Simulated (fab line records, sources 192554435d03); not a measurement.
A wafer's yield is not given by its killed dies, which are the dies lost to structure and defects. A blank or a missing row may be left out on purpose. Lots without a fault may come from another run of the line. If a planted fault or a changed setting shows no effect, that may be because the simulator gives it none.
fab line records -- flow n5Finfet
record: lots: 6, wafers: 18, lastDay: 16
route steps=1938 shown DUMMY_GATE@238 BEOL_M4@1111
lots that met no fault: taken from a fault-free run of the same line
startH: hours from the record's first day to the start of the lot's first wafer shown -- waitH: hours elapsed since this lot's preceding step -- " same as the row above -- L1.1+2: a single row standing in for several wafers -- - no value, or no start was given -- * or withheld: withheld -- < > ~ a bound
route shown NAME@n: names a module that has steps shown in the file, with the first one's number in the route -- usual: mean/standard deviation taken from wafers without a fault -- same: alike in all rows -- chamber/n: place in a boat -- sites: the reading at each site -- _std_site: how widely they spread, as a standard deviation -- _edge_site: inner sites' mean taken away from outer sites' mean -- radiusMm: for every site, how far away it sits from the centre of the wafer -- mask NAME#n: copy n -- behind: the last tool/chamber to shape the wafer -- hold: cause of the lot's hold/its duration in hours/its outcome -- device: names the non-switching transistor (n, p or np) -- end of line: at the end of the route, the tests of the same wafers -- for a step that has no rows: nothing shown but its recipe -- killed: dies lost to structure and defects at the first sort, not the wafer's yield -- map: a wafer's dies, marking killed ones x, the rest . and places with no die _
set.NAME: the setting the step ran with; set.NAME@STEP: the setting that earlier step ran with -- model.NAME: the simulator's own value behind a step, which no gauge read
certain route steps with their lots: each step a table, each wafer a row
services: a tool's chamber out of use, with start hour (startH, from the record's first day; less than 0 if before it), hours out, and reason
== steps ==
step: N5_DUMMY_GATE_STRIP_38
recipe: chemistry: N2/H2, tempC: 40, n2FlowSccm: 200, h2FlowSccm: 200, rfFrequencyHz: 6e+07
step: N5_DUMMY_GATE_STRIP_39
recipe: chemistry: N2/H2, tempC: 40, n2FlowSccm: 200, h2FlowSccm: 200, rfFrequencyHz: 6e+07
step: N5_DUMMY_GATE_TRIM_49
recipe: chemistry: O2, resist: SOC, timeS: 29, targetCdNm: 14, sourcePowerW: 300, biasPowerW: 0, O2_flow_sccm: 100, tempC: 20
usual: drypumpMotorCurrentA: 5.6/0.38, oesProductAu: 0.991/0.016, tempC: 19.99/0.1, throttleValvePct: 8.11/0.18
same: timeS: 29
lot.wafer,tool,chamber,startH,waitH,drypumpMotorCurrentA,oesProductAu,rfHoursCounterH,tempC,throttleValvePct
L406.3,rieSi-03,3,59.56,0.0,5.2,0.980,180,19.92,8.12
L406.5,rieSi-03,2,59.56,0.0,5.7,1.028,-,20.05,8.33
L406.6,rieSi-03,3,59.56,0.0,5.2,0.983,-,19.99,8.12
L408.1,rieSi-04,1,73.58,0.0,6.3,1.026,84,20.00,8.27
L408.3,rieSi-04,3,73.58,0.0,5.9,1.007,1,19.93,7.92
L408.5,rieSi-04,3,73.58,0.0,5.8,0.992,-,19.92,7.94
L411.1,rieSi-03,1,89.61,0.0,5.3,0.987,196,19.98,7.98
L411.5,rieSi-03,0,89.61,0.0,5.4,0.999,-,19.92,7.84
L411.6,rieSi-03,3,89.61,0.0,5.2,0.994,-,20.02,8.13
L414.1,rieSi-03,3,109.85,0.0,5.2,0.995,181,20.09,8.13
L414.3,rieSi-03,2,109.85,0.0,5.7,1.025,135,19.95,8.35
L414.6,rieSi-03,3,109.85,0.0,5.2,1.003,-,20.06,8.12
L422.3,rieSi-02,1,155.02,0.0,5.3,0.977,9,20.02,8.26
L422.5,rieSi-02,1,155.02,0.0,5.3,0.965,-,19.78,8.27
L422.6,rieSi-02,0,155.02,0.0,5.2,1.006,-,20.11,8.01
L424.2,rieSi-02,0,166.96,0.0,5.2,0.997,13,20.14,8.01
L424.3,rieSi-02,2,166.96,0.0,6.3,0.989,6,19.95,8.02
L424.4,rieSi-02,1,166.96,0.0,5.3,0.974,10,20.02,8.26
step: N5_DUMMY_GATE_STRIP_40
recipe: chemistry: CF4, resist: SiARC, powerW: 300, biasPowerW: 75, pressureMtorr: 50, cf4FlowSccm: 150, rfFrequencyHz: 6e+07
usual: cf4FlowSccm: 150.0/0.45, drypumpMotorCurrentA: 5.8/0.36, oesProductAu: 0.74/0.051, rfVppV: 270.9/1.6, showerheadPlenumPTorr: 1.78/0.053, throttleValvePct: 13.65/0.22
lot.wafer,tool,chamber,startH,waitH,cf4FlowSccm,drypumpMotorCurrentA,oesProductAu,rfHoursCounterH,rfVppV,showerheadPlenumPTorr,throttleValvePct
L406.3,rieDiel-02,2,59.68,0.1,150.3,5.2,0.67,226,270.8,1.77,13.51
L406.5,rieDiel-02,1,59.68,0.1,150.0,5.7,0.78,-,267.5,1.67,13.15
L406.6,rieDiel-02,0,59.68,0.1,150.0,5.7,0.77,-,271.6,1.81,13.70
L408.1,rieDiel-02,1,73.68,0.1,150.6,5.7,0.78,107,267.8,1.67,13.15
L408.3,rieDiel-02,3,73.68,0.1,149.8,6.3,0.70,226,272.5,1.85,13.51
L408.5,rieDiel-02,2,73.68,0.1,150.1,5.1,0.68,-,271.4,1.77,13.54
L411.1,rieDiel-04,1,89.72,0.1,149.9,6.1,0.77,132,271.5,1.87,13.47
L411.5,rieDiel-04,1,89.72,0.1,150.6,6.1,0.77,-,273.0,1.87,13.46
L411.6,rieDiel-04,0,89.72,0.1,149.6,5.6,0.71,-,272.0,1.79,13.89
L414.1,rieDiel-03,0,110.08,0.2,150.6,6.1,0.76,158,269.3,1.72,13.66
L414.3,rieDiel-03,3,110.08,0.2,149.7,6.2,0.80,86,268.7,1.74,13.49
L414.6,rieDiel-03,0,110.08,0.2,150.4,6.1,0.76,-,269.1,1.72,13.66
L422.3,rieDiel-04,0,155.13,0.1,150.5,5.6,0.70,193,269.4,1.78,13.91
L422.5,rieDiel-04,0,155.13,0.1,149.9,5.6,0.70,-,270.9,1.78,13.93
L422.6,rieDiel-04,3,155.13,0.1,150.0,5.8,0.72,-,268.9,1.78,13.81
L424.2,rieDiel-03,3,167.06,0.1,150.0,6.2,0.79,100,268.1,1.74,13.52
L424.3,rieDiel-03,1,167.06,0.1,150.0,4.7,0.65,250,273.2,1.83,13.78
L424.4,rieDiel-03,0,167.06,0.1,150.5,6.1,0.75,173,269.5,1.71,13.70
step: N5_DUMMY_GATE_CD_MEAS_50
recipe: targetCdNm: 14
usual: cdNm: 14.1/0.32
lot.wafer,tool,chamber,startH,waitH,cdNm
L406.3,cdSem-02,-,59.73,0.0,13.8
L406.5,cdSem-02,-,59.73,0.0,14.0
L406.6,cdSem-02,-,59.73,0.0,14.0
L408.1,cdSem-03,-,73.73,0.0,13.6
L408.3,cdSem-03,-,73.73,0.0,13.9
L408.5,cdSem-03,-,73.73,0.0,14.4
L411.1,cdSem-01,-,89.77,0.0,14.7
L411.5,cdSem-01,-,89.77,0.0,13.9
L411.6,cdSem-01,-,89.77,0.0,14.7
L414.1,cdSem-02,-,110.13,0.0,14.1
L414.3,cdSem-02,-,110.13,0.0,14.1
L414.6,cdSem-02,-,110.13,0.0,14.0
L422.3,cdSem-03,-,155.18,0.0,13.8
L422.5,cdSem-03,-,155.18,0.0,14.3
L422.6,cdSem-03,-,155.18,0.0,13.5
L424.2,cdSem-01,-,167.11,0.0,14.1
L424.3,cdSem-01,-,167.11,0.0,14.0
L424.4,cdSem-01,-,167.11,0.0,14.7
step: N5_DUMMY_GATE_ETCH_31
recipe: chemistry: C4F6/O2, target: SiO2, maskMaterial: SOC, targetDepthA: 825, timeS: 27.5, ionEnergyEv: 250, pressureMtorr: 30, sourceW: 345, biasW: 185, Ar_flow_sccm: 300, C4F6_flow_sccm: 10, O2_flow_sccm: 10
step: N5_DUMMY_GATE_STRIP_41
recipe: chemistry: O2, powerW: 400, tempC: 40, pressureMtorr: 30, rfFrequencyHz: 6e+07, biasPowerW: 0, overashFraction: 0.3, o2FlowSccm: 225
step: N5_DUMMY_GATE_HM_OPEN_21
recipe: chemistry: CH3F/O2, target: SiNx, targetDepthA: 1200, Ar_flow_sccm: 150, CH3F_flow_sccm: 30, O2_flow_sccm: 23, timeS: 171.4, pressureMtorr: 30, sourceW: 395, biasW: 73, ionEnergyEv: 120.7
step: N5_DUMMY_GATE_ETCH_32
recipe: chemistry: CF4, target: SiO2, targetDepthA: 35, timeS: 3.9, ionEnergyEv: 350, pressureMtorr: 10, icpW: 800, biasW: 400, cf4FlowSccm: 80
usual: cf4FlowSccm: 80.00/0.25, drypumpMotorCurrentA: 5.6/0.42, oesProductAu: 0.990/0.017, throttleValvePct: 21.71/0.25
same: timeS: 3.9
lot.wafer,tool,chamber,startH,waitH,cf4FlowSccm,drypumpMotorCurrentA,oesProductAu,rfHoursCounterH,throttleValvePct
L406.3,rieSi-02,2,60.02,0.1,79.90,6.3,0.995,4,21.63
L406.5,rieSi-02,2,60.02,0.1,80.27,6.4,0.994,-,21.63
L406.6,rieSi-02,1,60.02,0.1,80.02,5.3,0.976,-,22.04
L408.1,rieSi-03,3,74.03,0.1,79.87,5.2,0.975,181,21.55
L408.3,rieSi-03,1,74.03,0.1,79.62,5.3,0.979,196,21.36
L408.5,rieSi-03,0,74.03,0.1,79.80,5.4,0.998,-,21.38
L411.1,rieSi-02,2,90.20,0.1,80.02,6.4,0.985,5,21.64
L411.5,rieSi-02,1,90.20,0.1,79.85,5.3,0.962,-,22.03
L411.6,rieSi-02,2,90.20,0.1,80.11,6.4,0.980,-,21.65
L414.1,rieSi-03,1,110.42,0.1,80.50,5.3,0.976,197,21.35
L414.3,rieSi-03,0,110.42,0.1,79.94,5.4,1.000,8,21.38
L414.6,rieSi-03,3,110.42,0.1,80.07,5.2,0.988,-,21.54
L422.3,rieSi-04,2,155.47,0.1,80.18,5.7,0.977,21,21.90
L422.5,rieSi-04,2,155.47,0.1,80.13,5.7,0.976,-,21.90
L422.6,rieSi-04,1,155.47,0.1,79.70,6.2,1.021,-,21.98
L424.2,rieSi-03,3,167.43,0.1,79.83,5.2,0.985,182,21.55
L424.3,rieSi-03,1,167.43,0.1,80.32,5.3,0.968,1,21.30
L424.4,rieSi-03,0,167.43,0.1,79.85,5.4,0.996,9,21.38
step: N5_DUMMY_GATE_ETCH_23
recipe: chemistry: HBr/Cl2/O2, HBr_flow_sccm: 150, Cl2_flow_sccm: 80, O2_flow_sccm: 12, biasW: 102, targetDepthA: 410, timeS: 22.3, target: poly-Si, maskMaterial: SiO2, pressureMtorr: 10, icpW: 800
step: N5_DUMMY_GATE_ETCH_44
recipe: chemistry: HBr/O2, overEtchFrac: 0.7, targetDepthA: 1275, stopOn: SiO2, ionEnergyEv: 60, biasW: 20, target: poly-Si, maskMaterial: SiO2, pressureMtorr: 20, icpW: 400, HBr_flow_sccm: 120, O2_flow_sccm: 10
usual: drypumpMotorCurrentA: 5.6/0.41, oesProductAu: 0.721/0.011, throttleValvePct: 18.45/0.25
same: overEtchFrac: 0.7
lot.wafer,tool,chamber,startH,waitH,drypumpMotorCurrentA,oesProductAu,rfHoursCounterH,throttleValvePct
L406.3,rieSi-02,2,60.11,0.0,6.3,0.725,4,18.39
L406.5,rieSi-02,2,60.11,0.0,6.3,0.709,-,18.37
L406.6,rieSi-02,1,60.11,0.0,5.3,0.711,-,18.80
L408.1,rieSi-03,3,74.12,0.0,5.2,0.721,181,18.35
L408.3,rieSi-03,1,74.12,0.0,5.3,0.720,196,18.09
L408.5,rieSi-03,0,74.12,0.0,5.4,0.723,-,18.06
L411.1,rieSi-02,2,90.29,0.0,6.4,0.712,5,18.38
L411.5,rieSi-02,1,90.29,0.0,5.3,0.718,-,18.81
L411.6,rieSi-02,2,90.29,0.0,6.4,0.717,-,18.40
L414.1,rieSi-03,1,110.51,0.0,5.4,0.728,197,18.10
L414.3,rieSi-03,0,110.51,0.0,5.4,0.726,8,18.04
L414.6,rieSi-03,3,110.51,0.0,5.2,0.720,-,18.35
L422.3,rieSi-04,2,155.56,0.0,5.7,0.716,21,18.68
L422.5,rieSi-04,2,155.56,0.0,5.7,0.709,-,18.68
L422.6,rieSi-04,1,155.56,0.0,6.3,0.744,-,18.66
L424.2,rieSi-03,3,167.52,0.0,5.2,0.720,182,18.34
L424.3,rieSi-03,1,167.52,0.0,5.3,0.713,1,17.99
L424.4,rieSi-03,0,167.52,0.0,5.4,0.722,9,18.04
step: N5_DUMMY_GATE_CD_MEAS_24
recipe: targetCdNm: 15
usual: cdNm: 15.1/0.33
lot.wafer,tool,chamber,startH,waitH,cdNm
L406.3,cdSem-02,-,60.23,0.1,14.6
L406.5,cdSem-02,-,60.23,0.1,15.1
L406.6,cdSem-02,-,60.23,0.1,14.4
L408.1,cdSem-03,-,74.23,0.1,14.9
L408.3,cdSem-03,-,74.23,0.1,14.6
L408.5,cdSem-03,-,74.23,0.1,15.3
L411.1,cdSem-02,-,90.39,0.1,15.5
L411.5,cdSem-02,-,90.39,0.1,15.2
L411.6,cdSem-02,-,90.39,0.1,15.0
L414.1,cdSem-01,-,110.62,0.1,15.3
L414.3,cdSem-01,-,110.62,0.1,15.1
L414.6,cdSem-01,-,110.62,0.1,15.2
L422.3,cdSem-03,-,155.68,0.1,15.0
L422.5,cdSem-03,-,155.68,0.1,15.3
L422.6,cdSem-03,-,155.68,0.1,14.1
L424.2,cdSem-01,-,167.63,0.1,14.5
L424.3,cdSem-01,-,167.63,0.1,15.3
L424.4,cdSem-01,-,167.63,0.1,16.2
step: N5_DUMMY_GATE_ETCH_42
recipe: chemistry: CHF3/O2, target: SiO2, targetDepthA: 35, timeS: 31, ionEnergyEv: 30, biasW: 12, pressureMtorr: 30, sourceW: 600, Ar_flow_sccm: 200, CHF3_flow_sccm: 50, O2_flow_sccm: 5
usual: drypumpMotorCurrentA: 5.8/0.43, oesProductAu: 0.75/0.053, rfVppV: 42.3/0.9, showerheadPlenumPTorr: 2.37/0.075, throttleValvePct: 18.76/0.22
same: timeS: 31
lot.wafer,tool,chamber,startH,waitH,drypumpMotorCurrentA,oesProductAu,rfHoursCounterH,rfVppV,showerheadPlenumPTorr,throttleValvePct,model.etch.depthNm
L406.3,rieDiel-03,1,60.27,0.0,4.7,0.69,220,43.9,2.48,18.89,3.488
L406.5,rieDiel-03,0,60.27,0.0,6.1,0.79,-,42.5,2.32,18.89,3.497
L406.6,rieDiel-03,3,60.27,0.0,6.2,0.84,-,42.9,2.34,18.70,3.476
L408.1,rieDiel-02,0,74.28,0.0,5.7,0.77,111,42.7,2.43,18.98,3.491
L408.3,rieDiel-02,2,74.28,0.0,5.1,0.68,231,41.2,2.37,18.64,3.42
L408.5,rieDiel-02,3,74.28,0.0,6.2,0.70,-,42.1,2.48,18.59,3.442
L411.1,rieDiel-03,2,90.44,0.0,6.2,0.74,140,41.8,2.32,18.72,3.475
L411.5,rieDiel-03,0,90.44,0.0,6.1,0.77,-,42.5,2.32,18.90,3.48
L411.6,rieDiel-03,3,90.44,0.0,6.2,1.12,-,42.0,2.34,18.70,5.528
L414.1,rieDiel-03,1,110.67,0.0,4.7,0.67,234,44.0,2.48,18.90,3.448
L414.3,rieDiel-03,3,110.67,0.0,6.2,0.81,86,41.4,2.34,18.73,3.47
L414.6,rieDiel-03,0,110.67,0.0,6.1,1.05,-,42.0,2.31,18.90,5.512
L422.3,rieDiel-02,1,155.72,0.0,5.7,0.78,128,42.9,2.23,18.34,3.567
L422.5,rieDiel-02,1,155.72,0.0,5.7,0.77,-,42.6,2.23,18.33,3.513
L422.6,rieDiel-02,0,155.72,0.0,5.7,0.75,-,42.9,2.42,19.01,3.467
L424.2,rieDiel-02,3,167.68,0.0,6.3,0.69,255,41.0,2.46,18.64,3.469
L424.3,rieDiel-02,1,167.68,0.0,5.7,0.77,132,42.2,2.23,18.34,3.541
L424.4,rieDiel-02,1,167.68,0.0,5.7,0.76,-,42.4,2.23,18.32,3.548
step: N5_DUMMY_GATE_STRIP_48
recipe: chemistry: N2/H2, timeS: 20, powerW: 100, tempC: 40, pressureMtorr: 100, rfFrequencyHz: 6e+07, biasPowerW: 3, n2FlowSccm: 300, h2FlowSccm: 300
usual: drypumpMotorCurrentA: 5.8/0.43, oesProductAu: 0.75/0.054, rfVppV: 45.3/0.92, showerheadPlenumPTorr: 3.32/0.11, tempC: 40.01/0.11, throttleValvePct: 12.23/0.2
same: timeS: 20
lot.wafer,tool,chamber,startH,waitH,drypumpMotorCurrentA,oesProductAu,rfHoursCounterH,rfVppV,showerheadPlenumPTorr,tempC,throttleValvePct
L406.3,rieDiel-03,1,60.32,0.0,4.7,0.69,220,45.9,3.46,39.99,12.34
L406.5,rieDiel-03,0,60.32,0.0,6.1,0.79,-,44.9,3.24,39.94,12.20
L406.6,rieDiel-03,3,60.32,0.0,6.2,0.83,-,45.1,3.28,40.14,12.07
L408.1,rieDiel-02,0,74.32,0.0,5.7,0.78,111,46.4,3.40,40.01,12.34
L408.3,rieDiel-02,2,74.32,0.0,5.1,0.68,231,45.3,3.32,39.79,12.16
L408.5,rieDiel-02,3,74.32,0.0,6.3,0.70,-,45.1,3.48,39.95,12.26
L411.1,rieDiel-03,2,90.49,0.0,6.2,0.76,140,44.5,3.26,40.00,12.27
L411.5,rieDiel-03,0,90.49,0.0,6.1,0.79,-,46.0,3.24,39.96,12.20
L411.6,rieDiel-03,3,90.49,0.0,6.2,0.82,-,44.9,3.28,40.10,12.08
L414.1,rieDiel-03,1,110.72,0.0,4.7,0.67,234,44.4,3.45,39.92,12.37
L414.3,rieDiel-03,3,110.72,0.0,6.2,0.82,86,46.3,3.28,39.98,12.10
L414.6,rieDiel-03,0,110.72,0.0,6.1,0.77,-,44.4,3.24,40.09,12.24
L422.3,rieDiel-02,1,155.77,0.0,5.7,0.77,128,44.3,3.13,40.00,11.83
L422.5,rieDiel-02,1,155.77,0.0,5.7,0.77,-,45.7,3.13,40.16,11.84
L422.6,rieDiel-02,0,155.77,0.0,5.7,0.74,-,46.2,3.38,39.86,12.42
L424.2,rieDiel-02,3,167.72,0.0,6.3,0.69,255,46.8,3.46,39.86,12.34
L424.3,rieDiel-02,1,167.72,0.0,5.7,0.78,132,46.7,3.13,40.30,11.83
L424.4,rieDiel-02,1,167.72,0.0,5.7,0.78,-,45.3,3.13,40.20,11.85
step: N5_BEOL_M4_RC_MEAS_101
usual: DIBL_N: 35.7/1.3, DIBL_P: 35.4/1.8, IOFF_N: 0.152/0.027, IOFF_P: 0.20/0.034, ION_N: 672/9.8, ION_P: 461/7.5, SS_N: 71.4/0.55, SS_P: 73.1/0.61, VT_N: 251/3.3, VT_P: -251/3.6
lot.wafer,tool,chamber,startH,waitH,DIBL_N[mV/V],DIBL_P[mV/V],IOFF_N[nA/um],IOFF_P[nA/um],ION_N[uA/um],ION_P[uA/um],SS_N[mV/dec],SS_P[mV/dec],VT_N[mV],VT_P[mV]
L406.3,prober-01,0,179.43,0.3,39.0,38.2,0.225,0.31,685,475,72.1,74.8,245,-246
L406.5,prober-01,0,179.43,0.3,36.1,35.0,0.169,0.24,681,467,71.7,72.7,251,-247
L406.6,prober-01,0,179.43,0.3,36.5,35.2,0.172,0.24,666,461,71.9,73.0,248,-247
L408.1,prober-01,0,191.09,0.0,36.1,37.9,0.183,0.20,686,468,71.6,73.1,250,-254
L408.3,prober-01,0,191.09,0.0,35.8,36.7,0.166,0.18,681,458,71.2,72.8,251,-255
L408.5,prober-01,0,191.09,0.0,36.6,37.1,0.186,0.19,682,456,71.3,73.1,248,-254
L411.1,prober-02,0,209.67,0.0,34.2,34.1,0.131,0.17,672,455,71.4,72.0,252,-253
L411.5,prober-02,0,209.67,0.0,36.0,36.0,0.155,0.21,683,469,71.6,73.5,249,-250
L411.6,prober-02,0,209.67,0.0,35.6,35.7,0.155,0.20,673,462,71.9,73.9,248,-250
L414.1,prober-02,0,227.18,0.0,34.9,35.1,0.131,0.21,669,466,71.2,72.8,254,-249
L414.3,prober-02,0,227.18,0.0,35.9,35.8,0.152,0.23,679,469,71.6,73.3,249,-249
L414.6,prober-02,0,227.18,0.0,35.7,36.2,0.143,0.24,666,471,71.6,73.7,252,-247
L422.3,prober-02,0,280.97,0.3,36.0,35.6,0.147,0.22,670,469,70.9,72.6,251,-246
L422.5,prober-02,0,280.97,0.3,35.9,35.6,0.153,0.23,679,468,71.2,74.3,247,-249
L422.6,prober-02,0,280.97,0.3,37.2,36.6,0.167,0.25,683,472,72.2,73.5,251,-245
L424.2,prober-02,0,281.75,0.8,36.6,36.9,0.156,0.19,670,456,71.6,73.8,249,-252
L424.3,prober-02,0,281.75,0.8,35.5,35.8,0.146,0.17,668,451,71.1,72.8,249,-257
L424.4,prober-02,0,281.75,0.8,33.7,33.4,0.118,0.14,657,449,71.7,72.6,251,-258
== services ==
tool,chamber,startH,hours,kind
rieSi-02,-,61.49,0.4,repair
rieDiel-03,1,63.21,7.4,repair
rieSi-04,-,66.26,0.5,repair
rieSi-02,-,67.08,0.9,repair
rieSi-04,-,86.98,14.6,pm
rieSi-03,1,119.21,-,clean
rieSi-03,1,119.21,9.8,scheduledDown
rieSi-03,1,119.21,9.8,ventCycle
rieDiel-02,1,128.59,14.5,repair
rieSi-04,0,137.73,-,clean
rieSi-04,0,137.73,27.8,scheduledDown
rieSi-04,0,137.73,27.8,ventCycle
rieDiel-02,2,143.09,-,clean
rieDiel-02,2,143.09,-,consumableReplace:focusRing
rieDiel-02,2,143.09,35.0,scheduledDown
rieDiel-02,2,143.09,35.0,ventCycle
rieSi-03,-,156.26,0.4,repair
== key ==
firstSign: step: N5_DUMMY_GATE_ETCH_42, reading: oesProductAu, direction: up, sigmas: 6.4, usual: 0.75, struck: 1.09
effect none on later readings
modelEffect: step: N5_DUMMY_GATE_ETCH_42, value: etch.depthNm, without: 3.465, struck: 5.52
metAt N5_DUMMY_GATE_ETCH_42
struckWafers L411.6,L414.6
onsetBetween 60.27 90.44
fault: kind: processParameterDrift, tool: rieDiel-03, chamber: -, onsetH: 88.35, steps: N5_DUMMY_GATE_ETCH_42, channel: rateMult, offset: 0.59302, shape: step, endH: 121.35, scope: struckWafersOnly
